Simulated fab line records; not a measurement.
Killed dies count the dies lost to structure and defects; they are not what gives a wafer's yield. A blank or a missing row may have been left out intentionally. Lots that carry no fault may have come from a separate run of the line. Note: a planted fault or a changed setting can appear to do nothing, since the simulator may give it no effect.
fab line records    flow n5-finfet
record lots=7  wafers=21
route steps=1938 shown BEOL_M0_SAQP@676 BEOL_M0_CUTY@702 BEOL_M0@715 BEOL_M1@770 BEOL_M2@841
start-h: hours from the record's opening day to when the first of the lot's shown wafers began    wait-h: how many hours have passed since the lot's step before this one    " repeats the value in the row above    L1.1+2: a row that stands for several wafers    - value missing, or start not given    * or withheld: withheld    < > ~ a bound
route shown NAME@n: a module of which the file shows steps, and the number in the route of the first    usual: mean/standard deviation of fault-free wafers    same: alike in all rows    chamber/n: place in a boat    sites: readings site by site    _std_site: standard deviation across them    _edge_site: the outer-site mean with the inner-site mean subtracted    radius-mm: for every site, how far away it sits from the centre of the wafer    mask NAME#n: copy n    behind: tool/chamber where the wafer was last shaped    hold: what put the lot on hold/how long, in hours/how the hold closed    device: which transistor (n, p or np) failed to switch    end of line: the route-end tests of the same wafers    step lacking rows: just its recipe    killed: at the first sort, the dies lost to defects and structure; wafer yield is something else    map: shows each die of a wafer: x if killed, . if not, _ if none is there
set.NAME: the setting the step ran with; set.NAME@STEP: the setting that earlier step ran with    model.NAME: the simulator's own value behind a step, which no gauge read
lots with deliberately changed settings; one table per step, one row per wafer
## steps
# step N5_BEOL_M0_SAQP_SPACER2_ALD_26
# recipe material=SiO2  target-thk-a=150  temp-c=300  ald-precursor-family=BDEAS  ald-co-reactant=O2-plasma  pulse-time-s=1  purge-time-s=2  co-reactant-purge-time-s=2  pressure-torr=2
lot.wafer   tool        chamber  start-h  wait-h  set.target-thk-a  model.SiO2_of_BEOL_M0_SAQP_SPACER2_ALD_26.thk-nm
L083.2+4    ald-sin-03  2,1      171.48   0.1     150               15
L083.3      "           3        "        "       141               14
L086.2+3+6  ald-sin-03  1,3,3    188.69   1.6     150               15
L088.2      ald-sin-02  2        201.63   0.1     134.1             13.4
L088.3      "           0        "        "       150               14.8
L088.6      "           1        "        "       150               15
L090.4      ald-sin-02  1        213.03   0.1     138.6             14
L090.5      "           2        "        "       150               15
L090.6      "           1        "        "       138.6             13.8
L092.2      ald-sin-02  1        219.72   0.1     139.8             14.2
L092.3      "           2        "        "       139.8             14
L092.5      "           3        "        "       150               15.2
L094.1+3    ald-sin-01  1,0      233.79   0.1     150               15
L094.2      "           3        "        "       161.7             16.2
L096.3+5    ald-sin-02  3,1      243.35   0.1     164.3             16.4
L096.4      "           1        "        "       150               15
# step N5_BEOL_M0_SAQP_SPACER2_ETCHBACK_27
# recipe chemistry=CHF3/O2  mode=anisotropic-etchback  target=SiO2  target-depth-a=225  time-s=11.25  pressure-mtorr=30  source-w=650  bias-w=170  Ar_flow_sccm=200  CHF3_flow_sccm=50  O2_flow_sccm=5  ion-energy-ev=200
# step N5_BEOL_M0_SAQP_MANDREL2_REMOVE_110
# recipe chemistry=HBr/Cl2/O2  bt-time-s=10  target=a-Si  stop-on=SiCN  endpoint=OES-SiCl  over-etch-frac=1  icp-w=600  bias-w=30  HBr_flow_sccm=150  Cl2_flow_sccm=80  O2_flow_sccm=5  pressure-mtorr=10
lot.wafer  tool       chamber  start-h  wait-h  set.target-thk-a@BEOL_M0_SAQP_SPACER2_ALD_26  model.BEOL_M0_SAQP.cd-nm
L083.2     rie-si-06  2        172.13   0.1     150                                           15
L083.3     "          0        "        "       141                                           14
L083.4     "          1        "        "       150                                           14.8
L086.2+6   rie-si-05  2        189.33   0.1     150                                           15
L086.3     "          1        "        "       150                                           15.2
L088.2     rie-si-04  1        202.33   0.1     134.1                                         13.4
L088.3     "          2        "        "       150                                           14.8
L088.6     "          2        "        "       150                                           15.2
L090.4     rie-si-04  3        213.71   0.1     138.6                                         13.8
L090.5     "          1        "        "       150                                           15
L090.6     "          2        "        "       138.6                                         14
L092.2+3   rie-si-05  0,3      220.36   0.1     139.8                                         14.2
L092.5     "          2        "        "       150                                           15.2
L094.1+3   rie-si-05  2,0      234.43   0.1     150                                           15
L094.2     "          1        "        "       161.7                                         16.2
L096.3+5   rie-si-06  1        243.99   0.1     164.3                                         16.4
L096.4     "          2        "        "       150                                           15
# step N5_BEOL_M0_SAQP_CD_MEAS_29
# recipe target-cd-nm=14.4  landing-energy-ev=1000  detector=se-inlens
# usual cd-nm=14.96/0.23
lot.wafer  tool       chamber  start-h  wait-h  set.target-thk-a@BEOL_M0_SAQP_SPACER2_ALD_26  cd-nm
L083.2     cd-sem-01  0        172.24   0.1     150                                           14.91
L083.3     "          0        "        "       141                                           13.94
L083.4     "          0        "        "       150                                           14.86
L086.2     cd-sem-02  0        189.44   0.1     150                                           14.68
L086.3     "          0        "        "       150                                           14.95
L086.6     "          0        "        "       150                                           14.73
L088.2     cd-sem-02  0        202.44   0.1     134.1                                         13.25
L088.3     "          0        "        "       150                                           14.76
L088.6     "          0        "        "       150                                           15.25
L090.4     cd-sem-03  0        213.78   0.0     138.6                                         14.07
L090.5     "          0        "        "       150                                           14.97
L090.6     "          0        "        "       138.6                                         14.34
L092.2     cd-sem-03  0        220.47   0.1     139.8                                         14.14
L092.3     "          0        "        "       139.8                                         14.45
L092.5     "          0        "        "       150                                           14.77
L094.1     cd-sem-03  0        234.54   0.1     150                                           15.28
L094.2     "          0        "        "       161.7                                         15.98
L094.3     "          0        "        "       150                                           14.89
L096.3     cd-sem-01  0        244.10   0.1     164.3                                         16.28
L096.4     "          0        "        "       150                                           15.17
L096.5     "          0        "        "       164.3                                         16.32
# step N5_BEOL_M0_SAQP_ETCH_88
# recipe chemistry=N2/H2  target=underlayer  target-depth-a=65  time-s=5.2  ion-energy-ev=200  mask-material=CAR-EUV  pressure-mtorr=30  source-w=840  bias-w=150  n2-flow-sccm=200  h2-flow-sccm=200  ends=cleared
# usual etch-rf-on-time-s=5.21/0.092  rf-vpp-V=523.9/2.3
lot.wafer  tool         chamber  start-h  wait-h  set.source-w  etch-rf-on-time-s  rf-vpp-V
L083.2     rie-diel-04  2        172.83   0.0     767           5.55               540.4
L083.3     "            1        "        "       840           5.31               526.5
L083.4     "            0        "        "       840           5.22               522.4
L086.2     rie-diel-04  0        190.39   0.0     840           5.22               521.9
L086.3     "            1        "        "       840           5.29               527.3
L086.6     "            0        "        "       840           5.24               518.5
L088.2     rie-diel-05  0        202.90   0.0     713           5.74               553.3
L088.3     "            2        "        "       713           5.94               556.8
L088.6     "            1        "        "       840           5.26               526.7
L090.4     rie-diel-02  0        214.37   0.0     840           5.22               522.9
L090.5     "            3        "        "       938.1         4.82               502.4
L090.6     "            2        "        "       840           5.24               527.0
L092.2     rie-diel-05  0        220.93   0.0     840           5.06               523.4
L092.3     "            2        "        "       929.9         4.85               509.3
L092.5     "            0        "        "       840           5.05               525.0
L094.1     rie-diel-02  2        235.01   0.0     840           5.22               527.4
L094.2     "            0        "        "       903.9         4.95               509.0
L094.3     "            1        "        "       840           5.24               521.4
L096.3     rie-diel-05  3        244.69   0.0     692.5         6.05               557.1
L096.4     "            0        "        "       692.5         5.96               560.0
L096.5     "            3        "        "       840           5.11               519.5
# step N5_BEOL_M0_CUTY_COAT_51
# recipe resist=CAR-ArF-block  spin-rpm=1500  resist-thk-nm=150
lot.wafer  tool            chamber  start-h  wait-h  set.spin-rpm  model.CAR-ArF-block_of_BEOL_M0_CUTY_COAT_51.thk-nm
L083.2+3   litho-track-04  0        -        -       1500          150.8
L083.4     "               0        "        "       1500          150.6
L086.2     litho-track-03  0        -        -       1500          149.8
L086.3+6   "               0        "        "       1500          150
L088.2+6   litho-track-04  0        -        -       1616          144.4
L088.3     "               0        "        "       1500          149.6
L090.4     litho-track-04  0        -        -       1338          159.4
L090.5     "               0        "        "       1338          159.6
L090.6     "               0        "        "       1500          150.8
L092.2     litho-track-02  0        -        -       1500          150.2
L092.3     "               0        "        "       1651          143.4
L092.5     "               0        "        "       1500          150
L094.1     litho-track-03  0        -        -       1500          149.4
L094.2     "               0        "        "       1500          149.6
L094.3     "               0        "        "       1610          144
L096.3     litho-track-03  0        -        -       1571          147.2
L096.4     "               0        "        "       1500          150.8
L096.5     "               0        "        "       1500          150.6
# step N5_BEOL_M0_CUTY_EBR_52
# recipe solvent=PGMEA  ebr-width-mm=1.5
# step N5_BEOL_M0_CUTY_SOFTBAKE_53
# recipe temp-c=110  time-s=60  resist=CAR-ArF-block
# step N5_BEOL_M0_CUTY_DESCUM_61
# recipe chemistry=O2  time-s=7.9  source-power-w=50  bias-power-w=20  pressure-mtorr=20  rf-frequency-hz=2.712e+07  temp-c=40  resist=CAR-ArF-block  o2-flow-sccm=225
# step N5_BEOL_M0_CUTY_ETCH_62
# recipe chemistry=CF4  target=SiARC  mask-material=CAR-ArF-block  time-s=58.5  ion-energy-ev=80  pressure-mtorr=40  source-w=545  bias-w=36  Ar_flow_sccm=100  cf4-flow-sccm=100  ends=cleared
lot.wafer  tool         chamber  start-h  wait-h  set.spin-rpm@BEOL_M0_CUTY_COAT_51  model.CAR-ArF-block_of_BEOL_M0_CUTY_COAT_51.thk-nm
L083.2+4   rie-diel-01  3,1      174.47   0.0     1500                               119
L083.3     "            2        "        "       1500                               119.2
L086.2     rie-diel-03  2        192.33   0.0     1500                               118.2
L086.3+6   "            3,1      "        "       1500                               118.4
L088.2+6   rie-diel-06  2        204.80   0.0     1616                               112.8
L088.3     "            1        "        "       1500                               118
L090.4     rie-diel-01  0        215.64   0.0     1338                               127.6
L090.5     "            3        "        "       1338                               127.8
L090.6     "            2        "        "       1500                               119.2
L092.2     rie-diel-06  3        222.47   0.0     1500                               118.6
L092.3     "            1        "        "       1651                               111.8
L092.5     "            0        "        "       1500                               118.2
L094.1     rie-diel-03  2        236.40   0.0     1500                               117.8
L094.2     "            1        "        "       1500                               118
L094.3     "            3        "        "       1610                               112.4
L096.3     rie-diel-01  0        247.58   0.0     1571                               115.6
L096.4     "            3        "        "       1500                               119.2
L096.5     "            2        "        "       1500                               119
# step N5_BEOL_M0_CUTY_ETCH_63
# recipe chemistry=N2/H2  target=SOC  target-depth-a=827  overetch-a=165  mask-material=SiARC  temp-c=40  ion-energy-ev=200  time-s=124  pressure-mtorr=30  source-w=840  bias-w=150  n2-flow-sccm=200  h2-flow-sccm=200
# step N5_BEOL_M0_CUTY_STRIP_64
# recipe chemistry=N2/H2  temp-c=40  n2-flow-sccm=200  h2-flow-sccm=200  rf-frequency-hz=6e+07
# step N5_BEOL_M0_ETCH_138
# recipe chemistry=CH3F/O2  target-depth-a=120  target=SiCN  time-s=31.6  ion-energy-ev=120  pressure-mtorr=30  source-w=395  bias-w=75  Ar_flow_sccm=150  CH3F_flow_sccm=30  O2_flow_sccm=20  ends=cleared
# step N5_BEOL_M0_HM_OPEN_105
# recipe chemistry=Cl2/BCl3  target-depth-a=120  target=TiN  ion-energy-ev=150  pressure-mtorr=10  icp-w=1000  bias-w=126  Cl2_flow_sccm=53.25  bcl3-flow-sccm=21.75  Ar_flow_sccm=25
lot.wafer  tool          chamber  start-h  wait-h  set.target-thk-a@BEOL_M0_SAQP_SPACER2_ALD_26  model.SiO2_of_BEOL_M0_SAQP_SPACER2_ALD_26.thk-nm
L083.2+4   rie-metal-03  0,1      174.75   0.1     150                                           2.6
L083.3     "             0        "        "       141                                           2
L086.2+6   rie-metal-03  1        193.51   1.0     150                                           2.8
L086.3     "             1        "        "       150                                           3
L088.2     rie-metal-01  0        205.07   0.1     134.1                                         1.6
L088.3     "             0        "        "       150                                           2.6
L088.6     "             1        "        "       150                                           2.8
L090.4+6   rie-metal-02  0        216.85   1.0     138.6                                         1.8
L090.5     "             1        "        "       150                                           2.8
L092.2+3   rie-metal-02  0,1      223.69   1.0     139.8                                         2
L092.5     "             1        "        "       150                                           3
L094.1+3   rie-metal-03  0,1      238.96   2.3     150                                           2.8
L094.2     "             1        "        "       161.7                                         4
L096.3     rie-metal-02  1        248.94   1.2     164.3                                         4.2
L096.4     "             0        "        "       150                                           2.6
L096.5     "             0        "        "       164.3                                         4.4
# step N5_BEOL_M1_ETCH_64
# recipe chemistry=N2/H2  target=SOC  target-depth-a=750  overetch-a=150  mask-material=SiARC  temp-c=40  time-s=112.5  ion-energy-ev=200  pressure-mtorr=30  source-w=840  bias-w=150  n2-flow-sccm=200  h2-flow-sccm=200
# usual rf-vpp-V=523.6/2.3
lot.wafer  tool         chamber  start-h  wait-h  set.bias-w  rf-vpp-V  model.SiARC_of_BEOL_M1_COAT_62.thk-nm
L083.2     rie-diel-05  2        179.46   0.0     167.3       564.5     6.2
L083.3     "            0        "        "       167.3       563.9     5.8
L083.4     "            3        "        "       150         520.4     6.8
L086.2     rie-diel-02  3        199.94   0.0     150         523.5     6.8
L086.3     "            2        "        "       150         527.8     6.8
L086.6     "            2        "        "       150         526.2     6.8
L088.2     rie-diel-05  0        210.79   0.0     131.7       484.3     7.6
L088.3     "            2        "        "       131.7       483.8     8
L088.6     "            0        "        "       150         524.7     6.6
L090.4     rie-diel-04  1        223.62   0.0     138.6       498.6     7.4
L090.5     "            1        "        "       150         523.7     7
L090.6     "            0        "        "       150         521.1     6.8
L092.2     rie-diel-04  2        228.55   0.0     150         523.7     6.8
L092.3     "            1        "        "       150         524.6     6.8
L092.5     "            0        "        "       150         521.3     6.8
L094.1     rie-diel-04  1        243.63   0.0     150         524.0     7
L094.2     "            3        "        "       150         522.1     6.6
L094.3     "            0        "        "       150         520.3     6.8
L096.3     rie-diel-05  1        256.76   0.0     150         525.5     7.2
L096.4     "            3        "        "       139.3       497.3     7.2
L096.5     "            0        "        "       150         524.7     6.8
# step N5_BEOL_M2_ILD_DEP_00
# recipe material=SiOC  target-thk-a=790  temp-c=350  precursor=DEMS/O2  pressure-torr=5  rf-w=500  time-s=15.3
lot.wafer  tool      chamber  start-h  wait-h  set.time-s  model.SiOC_of_BEOL_M2_ILD_DEP_00.thk-nm
L083.2     pecvd-03  2        185.73   0.0     17.49       90
L083.3     "         1        "        "       17.49       89.8
L083.4     "         2        "        "       15.3        79.4
L086.2     pecvd-03  1        205.38   0.0     15.3        78.6
L086.3     "         2        "        "       15.3        78.2
L086.6     "         0        "        "       15.3        80
L088.2     pecvd-03  0        221.39   0.0     15.3        77.2
L088.3     "         1        "        "       15.3        77.4
L088.6     "         2        "        "       15.3        79.2
L090.4     pecvd-01  1        228.85   0.1     15.95       82.2
L090.5     "         2        "        "       15.95       83.8
L090.6     "         0        "        "       15.3        81
L092.2     pecvd-02  0        238.61   0.0     17.44       89
L092.3     "         1        "        "       17.44       89.4
L092.5     "         1        "        "       15.3        79.8
L094.1     pecvd-03  0        250.55   0.0     15.3        78.4
L094.2     "         1        "        "       13.97       70.8
L094.3     "         2        "        "       15.3        78
L096.3     pecvd-01  0        265.65   0.0     16.43       83.2
L096.4     "         1        "        "       15.3        78.8
L096.5     "         2        "        "       16.43       84.6
# step N5_BEOL_M2_THK_MEAS_01
# recipe reads=SiOC_of_BEOL_M2_ILD_DEP_00
# usual M2_ILD_THK=78.7/0.93
lot.wafer  tool           chamber  start-h  wait-h  set.time-s@BEOL_M2_ILD_DEP_00  M2_ILD_THK[nm]
L083.2     film-metro-01  -        185.80   0.1     17.49                          89.9
L083.3     "              -        "        "       17.49                          89.9
L083.4     "              -        "        "       15.3                           79.4
L086.2     film-metro-02  -        205.45   0.1     15.3                           78.6
L086.3     "              -        "        "       15.3                           78.3
L086.6     "              -        "        "       15.3                           79.9
L088.2     film-metro-02  -        221.46   0.1     15.3                           77.2
L088.3     "              -        "        "       15.3                           77.2
L088.6     "              -        "        "       15.3                           79.2
L090.4     film-metro-02  -        228.90   0.0     15.95                          82.3
L090.5     "              -        "        "       15.95                          83.9
L090.6     "              -        "        "       15.3                           80.9
L092.2     film-metro-02  -        238.68   0.1     17.44                          88.9
L092.3     "              -        "        "       17.44                          89.4
L092.5     "              -        "        "       15.3                           79.9
L094.1     film-metro-01  -        250.62   0.0     15.3                           78.4
L094.2     "              -        "        "       13.97                          70.7
L094.3     "              -        "        "       15.3                           78.1
L096.3     film-metro-02  -        265.72   0.1     16.43                          83.2
L096.4     "              -        "        "       15.3                           78.8
L096.5     "              -        "        "       16.43                          84.5
# step N5_BEOL_M2_COAT_67
# recipe resist=SOC  temp-c=250  time-s=60  spin-rpm=1500  resist-thk-nm=60
lot.wafer   tool            chamber  start-h  wait-h  set.spin-rpm  model.SOC_of_BEOL_M2_COAT_67.thk-nm
L083.2+3+4  litho-track-03  0        187.55   0.0     1500          59.8
L086.2+6    litho-track-02  0        206.71   0.0     1500          60.2
L086.3      "               0        "        "       1500          60
L088.2      litho-track-03  0        224.35   0.0     1341          63.6
L088.3      "               0        "        "       1341          63.4
L088.6      "               0        "        "       1500          60
L090.4+5    litho-track-01  0        231.43   0.0     1500          60
L090.6      "               0        "        "       1345          63.4
L092.2+3+5  litho-track-03  0        240.83   0.0     1500          59.8
L094.1+2    litho-track-01  0        253.24   0.0     1500          60
L094.3      "               0        "        "       1429          61.4
L096.3+4+5  litho-track-02  0        267.32   0.0     1500          60
## key
split step=N5_BEOL_M0_SAQP_SPACER2_ALD_26  setting=target-thk-a  stated=150  by=wafer
response step=N5_BEOL_M0_SAQP_SPACER2_ALD_26  reading=model.SiO2_of_BEOL_M0_SAQP_SPACER2_ALD_26.thk-nm  change=+0.15  per=1%  r=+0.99
response step=N5_BEOL_M0_SAQP_MANDREL2_REMOVE_110  reading=model.BEOL_M0_SAQP.cd-nm  change=+0.149  per=1%  r=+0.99
response step=N5_BEOL_M0_SAQP_CD_MEAS_29  reading=cd-nm  change=+0.126  per=1%  r=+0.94
response step=N5_BEOL_M0_HM_OPEN_105  reading=model.SiO2_of_BEOL_M0_SAQP_SPACER2_ALD_26.thk-nm  change=+0.137  per=1%  r=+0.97
split step=N5_BEOL_M0_SAQP_ETCH_88  setting=source-w  stated=840  by=wafer
response step=N5_BEOL_M0_SAQP_ETCH_88  reading=etch-rf-on-time-s  change=*  per=1%  r=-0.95
response step=N5_BEOL_M0_SAQP_ETCH_88  reading=rf-vpp-V  change=-1.95  per=1%  r=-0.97
split step=N5_BEOL_M0_CUTY_COAT_51  setting=spin-rpm  stated=1500  by=wafer
response step=N5_BEOL_M0_CUTY_COAT_51  reading=model.CAR-ArF-block_of_BEOL_M0_CUTY_COAT_51.thk-nm  change=-0.73  per=1%  r=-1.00
response step=N5_BEOL_M0_CUTY_ETCH_62  reading=model.CAR-ArF-block_of_BEOL_M0_CUTY_COAT_51.thk-nm  change=-0.721  per=1%  r=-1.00
split step=N5_BEOL_M1_ETCH_64  setting=bias-w  stated=150  by=wafer
response step=N5_BEOL_M1_ETCH_64  reading=rf-vpp-V  change=+3.53  per=1%  r=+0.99
response step=N5_BEOL_M1_ETCH_64  reading=model.SiARC_of_BEOL_M1_COAT_62.thk-nm  change=-0.0745  per=1%  r=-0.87
split step=N5_BEOL_M2_ILD_DEP_00  setting=time-s  stated=15.3  by=wafer
response step=N5_BEOL_M2_ILD_DEP_00  reading=model.SiOC_of_BEOL_M2_ILD_DEP_00.thk-nm  change=+0.715  per=1%  r=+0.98
response step=N5_BEOL_M2_THK_MEAS_01  reading=M2_ILD_THK  change=+0.713  per=1%  r=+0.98
split step=N5_BEOL_M2_COAT_67  setting=spin-rpm  stated=1500  by=wafer
response step=N5_BEOL_M2_COAT_67  reading=model.SOC_of_BEOL_M2_COAT_67.thk-nm  change=-0.326  per=1%  r=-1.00
